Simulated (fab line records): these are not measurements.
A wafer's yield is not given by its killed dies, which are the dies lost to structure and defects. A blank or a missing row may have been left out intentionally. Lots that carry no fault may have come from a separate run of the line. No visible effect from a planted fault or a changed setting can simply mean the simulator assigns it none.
A lot that was struck, set against a sound lot || flow n5Finfet || 39 steps out of a route of 1938
Sound: these wafers, L492.1, L492.3, L492.6. Struck: wafers L489.4, L489.6 (left out: L489.5, a lot-mate that was not struck); the cause follows at the end.
Order at every step that has rows: each side's tool, ch and its chambers, its first start. Under that, the readings that differ: sound wafers || struck wafers || difference of the means || sigmas: that difference in standard deviations of wafers without a fault.
alike: a reading whose means differ by less than 2 such deviations, as well as words and numbers matching on both sides. not compared: withheld readings; readings where some wafer has no value; bounds like >300 that might hide an equal value; numbers whose values overlap and for which the record gives no deviation.
A row with sigmas, a row that says differs or no value, or rows on one side alone: a step with any of these is where the two part. Non-overlapping numbers with no deviation appear without sigmas and do not part them. A reading missing from all wafers of one side parts the sides only when that side holds two or more wafers.

first, 10 steps without rows for these wafers: N5_FIN_CUT_STRIP_22 (strips in N2/H2); N5_FIN_CUT_PRECLEAN_36 (cleans in O3/DIW, time 60 s); N5_FIN_CUT_SRD_32 (time 30 s); N5_FIN_CUT_UV_OZONE_34 (time 120 s); N5_STI_FIN_REVEAL_ALD_00 (deposits SiO2, target thk 1 nm, pulse time 1 s); N5_STI_FIN_REVEAL_ALD_14 (deposits Si3N4, target thk 3 nm); N5_STI_FIN_REVEAL_FCVD_FILL_01 (material SiO2 flowable, target thk 312 nm, time 512.2 s); N5_STI_FIN_REVEAL_DENSIFY_02 (time 1800 s); N5_STI_FIN_REVEAL_CMP_04 (polishes, stops on Si3N4, t overpolish 4 s, target thk 131.83 nm); N5_STI_FIN_REVEAL_DENSIFY_30.
N5_STI_FIN_REVEAL_ETCHBACK_08: etches SiO2 in C4F6/O2, target depth 30.5 nm, time 10.167 s.
  sound on rieDiel-02 ch 1,3, day 5 05:28; struck on rieDiel-05 ch 1,3, day 4 10:23
{"reading": "oesProductAu (a.u.)", "sound": "0.77 0.71 0.77", "struck": "0.87 0.90", "difference": "+0.14", "sigmas": "+2"}
{"reading": "rfFwdPowerW (W)", "sound": "339.2 340.7 337.5", "struck": "- -", "difference": "no value on the struck wafers", "sigmas": ""}
  alike: drypumpMotorCurrentA, oes_o_777_au, rfVppV, showerheadPlenumPTorr, throttleValvePct
  not compared: rfHoursCounterH
then, 16 steps without rows for these wafers: N5_STI_FIN_REVEAL_STRIP_24 (strips in N2/H2, time 90 s); N5_STI_FIN_REVEAL_PRECLEAN_25 (cleans in SPM, time 90 s); N5_STI_FIN_REVEAL_PRECLEAN_26 (cleans in SC1, time 45 s); N5_STI_FIN_REVEAL_PRECLEAN_29 (cleans in DHF, time 30 s); N5_STI_FIN_REVEAL_SRD_12 (time 30 s); N5_STI_FIN_REVEAL_RECESS_09 (chemistry HF/NH3, target SiO2, afs cycles 11, target depth 42.5 nm, sublimation time 60 s); N5_STI_FIN_REVEAL_STRIP_16 (strips SiNx in H3PO4, target depth 23.8 nm); N5_STI_FIN_REVEAL_PRECLEAN_17 (cleans in NF3:NH3, afs cycles 1, time 20 s, sublimation time 60 s); N5_STI_FIN_REVEAL_ETCH_34 (etches Si in H2, material Si, target depth 0.97 nm); N5_STI_FIN_REVEAL_OXIDATION_31 (chemistry O2 PLASMA REMOTE, time 20 s); N5_STI_FIN_REVEAL_PRECLEAN_32 (cleans in NF3:NH3, afs cycles 1, time 20 s, sublimation time 60 s); N5_STI_FIN_REVEAL_STRIP_35 (strips Si3N4 in H3PO4, target depth 4 nm, time 39 s); N5_STI_FIN_REVEAL_SRD_21 (time 30 s); N5_STI_FIN_REVEAL_OXIDATION_33 (chemistry O2 PLASMA REMOTE, time 20 s); N5_STI_FIN_REVEAL_CLEAN_19 (cleans in O3/DIW, time 120 s); N5_STI_FIN_REVEAL_SRD_23 (time 30 s).
N5_STI_FIN_REVEAL_FIN_H_MEAS_10:
  struck on ocd-01, day 4 13:21; sound on ocd-01, day 5 08:26
{"reading": "trenchDepthNm (nm)", "sound": "51.5 51.5 51.3", "struck": "45.8 46.5", "difference": -5.3, "sigmas": -8}
then, 9 steps without rows for these wafers: N5_STI_FIN_REVEAL_PRECLEAN_18 (cleans in SC2, time 45 s); N5_STI_FIN_REVEAL_SRD_28 (time 30 s); N5_DUMMY_GATE_PRECLEAN_00 (cleans in O3/DIW, time 60 s); N5_DUMMY_GATE_SRD_01 (time 30 s); N5_DUMMY_GATE_ALD_02 (deposits SiO2, target thk 2 nm, pulse time 1 s); N5_DUMMY_GATE_CVD_03 (deposits a-Si from SiH4, target thk 150 nm, time 8042 s); N5_DUMMY_GATE_PRECLEAN_46 (cleans in DIW, time 89.5 s); N5_DUMMY_GATE_SRD_47 (dry time 32 s); N5_DUMMY_GATE_CMP_04 (polishes a-Si).
-- record jumps: 5 days separate the struck wafers' starts on either side; left off in module DUMMY_GATE, taken up again in module BEOL_M4, whose first shown step is the route's number 1111 --
N5_BEOL_M4_RC_MEAS_101:
  sound on prober-01 ch 0, day 10 20:20; struck on prober-01 ch 0, day 9 17:30
{"reading": "DIBL_N (mV/V)", "sound": "34.7 34.8 35.6", "struck": "49.9 52.7", "difference": "+16.3", "sigmas": "+10"}
{"reading": "DIBL_P (mV/V)", "sound": "33.5 33.8 33.3", "struck": "47.1 46.1", "difference": "+13.1", "sigmas": "+6"}
{"reading": "IOFF_N (nA/um)", "sound": "0.129 0.125 0.139", "struck": "0.995 1.647", "difference": "+1.190", "sigmas": "+41"}
{"reading": "IOFF_N_85C (nA/um)", "sound": "2.6 2.5 2.8", "struck": "14.4 21.8", "difference": "+15.5", "sigmas": "+33"}
{"reading": "IOFF_N_LIN (nA/um)", "sound": "0.063 0.060 0.064", "struck": "0.119 0.129", "difference": "+0.062", "sigmas": "+5"}
{"reading": "IOFF_P (nA/um)", "sound": "0.20 0.22 0.22", "struck": "0.74 0.70", "difference": "+0.51", "sigmas": "+15"}
{"reading": "IOFF_P_85C (nA/um)", "sound": "3.5 3.7 3.7", "struck": "10.7 10.0", "difference": "+6.7", "sigmas": "+14"}
{"reading": "IOFF_P_LIN (nA/um)", "sound": "0.099 0.104 0.104", "struck": "0.158 0.151", "difference": "+0.052", "sigmas": "+4"}
{"reading": "ION_N (uA/um)", "sound": "663 653 661", "struck": "616 624", "difference": -39, "sigmas": -4}
{"reading": "ION_P (uA/um)", "sound": "460 463 454", "struck": "427 427", "difference": -32, "sigmas": -4}
{"reading": "SS_N (mV/dec)", "sound": "71.4 71.2 71.1", "struck": "86.0 91.7", "difference": "+17.6", "sigmas": "+28"}
{"reading": "SS_P (mV/dec)", "sound": "73.7 73.2 72.9", "struck": "80.8 81.2", "difference": "+7.7", "sigmas": "+12"}
  alike: VT_N, VT_P
-- a jump in the record: the struck wafers' starts before and after are 4 days apart (it breaks off in module BEOL_M4 and resumes in module PASSIVATION, where the first step shown is number 1936 of the route) --
N5_PASSIVATION_PROBE_49:
  struck on prober-01, day 13 18:31; sound on prober-01, day 14 21:34
{"reading": "sort_bin_4_leakage (%)", "sound": "0 0 0", "struck": "90.85 91.19", "difference": "+91.02", "sigmas": ""}
{"reading": "sortNPass", "sound": "1083 1065 1078", "struck": "0 0", "difference": -1075, "sigmas": -60}
{"reading": "sortYieldPct (%)", "sound": "91.8 90.3 91.4", "struck": "0 0", "difference": -91, "sigmas": -61}
  alike: defectLimitedYield, killed_at_M0_to_M3, killed_at_M4_up, killedAtContacts, killedAtFrontEnd, killedAtOther, killedDies, killedOpen, killedShort, sort_bin_5_function, sort_bin_6_memory

WHERE THEY PART
At N5_STI_FIN_REVEAL_ETCHBACK_08 first; at N5_PASSIVATION_PROBE_49 last (within this record only).

WHY: the cause the simulator had injected
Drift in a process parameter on rieDiel-05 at N5_STI_FIN_REVEAL_ETCHBACK_08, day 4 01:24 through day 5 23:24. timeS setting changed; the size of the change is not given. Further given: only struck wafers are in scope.
